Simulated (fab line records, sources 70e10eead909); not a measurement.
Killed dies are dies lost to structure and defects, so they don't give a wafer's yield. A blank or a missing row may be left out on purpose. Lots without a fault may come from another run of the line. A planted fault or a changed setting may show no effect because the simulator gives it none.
Chamber matching | flow nand_harc | NHARC_A_ZERO_WELL_ETCH_13 on rie_si-04: 4 sister chambers
The step etches the open film in HBr/Cl2, target depth 120 nm, time 40.1 s. 4 wafers are shown with their chamber, then 8 later ones without.

WAFERS WITH THEIR CHAMBER
wafer  | chamber | drypump_motor_current_A (A)
L079.3 | 1       | 5.3
L082.4 | 3       | 5.6
L086.1 | 0       | 5.6
L094.1 | 2       | 6.0

WAFERS WITHOUT THEIR CHAMBER
wafer  | drypump_motor_current_A (A)
L094.4 | 5.3
L094.5 | 5.6
L095.2 | 5.5
L095.5 | 6.0
L095.6 | 5.2
L097.1 | 5.3
L097.4 | 5.6
L097.5 | 6.0

WHICH CHAMBER EACH WENT THROUGH
wafer  | from the rows above     | in truth
L094.4 | 1                       | 1
L094.5 | can't be placed: 0 or 3 | 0
L095.2 | can't be placed: 0 or 3 | 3
L095.5 | 2                       | 2
L095.6 | 1                       | 1
L097.1 | 1                       | 1
L097.4 | can't be placed: 0 or 3 | 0
L097.5 | 2                       | 2
Placed correctly: 5 of 8. Can't be placed from these rows: 3 (the true chamber is among the candidates in 3). Placed wrongly: 0.
How it was worked out, from the rows above alone: a wafer's distance from a chamber is the root of the sum, over the readings, of the square of ((its reading less the chamber's mean) divided by the reading's scatter). The wafer belongs to the nearest chamber; if the next one is less than 2 further off, it can't be placed. A chamber's mean is the mean of its shown wafers. The scatter: with one shown wafer a chamber, the root of the mean of the squares of how far each hidden wafer lies from its nearest shown one.
